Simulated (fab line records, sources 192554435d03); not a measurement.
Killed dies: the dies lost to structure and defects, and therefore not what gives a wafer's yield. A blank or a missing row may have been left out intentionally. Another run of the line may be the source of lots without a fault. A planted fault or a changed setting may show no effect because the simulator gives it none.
Chamber matching -- flow n5-finfet -- N5_BEOL_M2_STRIP_19 on rie-diel-02 has 4 sister chambers
The step strips in O2. 4 wafers are shown with their chamber, then 9 later ones without.

WAFERS, EACH WITH ITS CHAMBER
wafer,chamber,throttle-valve-pct (%)
L080.4,1,16.48
L083.1,3,16.41
L083.2,2,16.81
L083.4,0,16.47

WAFERS WITH NO CHAMBER GIVEN
wafer,throttle-valve-pct (%)
L085.2,16.42
L085.3,16.48
L085.4,16.83
L094.1,16.85
L094.2,16.51
L094.6,16.84
L097.1,16.85
L097.2,16.44
L097.5,16.54

EACH ONE'S CHAMBER
wafer,from the rows above,in truth
L085.2,can't be placed: 3 or 0 or 1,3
L085.3,can't be placed: 1 or 0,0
L085.4,2,2
L094.1,2,2
L094.2,can't be placed: 1 or 0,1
L094.6,2,2
L097.1,2,2
L097.2,can't be placed: 0 or 3 or 1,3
L097.5,can't be placed: 1 or 0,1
4 of 9 placed correctly. Unplaceable from these rows: 5, with the true chamber sitting among the candidates in 5. Wrongly placed: 0.
How it was worked out, from the rows above alone: a wafer's distance from a chamber is the root of the sum, over the readings, of the square of ((its reading less the chamber's mean) divided by the reading's scatter). If the next closest chamber is less than 2 further off than the closest, the wafer can't be placed; otherwise it belongs to the closest. A chamber's mean is the mean of its shown wafers. The scatter (one wafer shown for each chamber): square how far every hidden wafer sits from the nearest shown wafer, average those squares and take the square root.
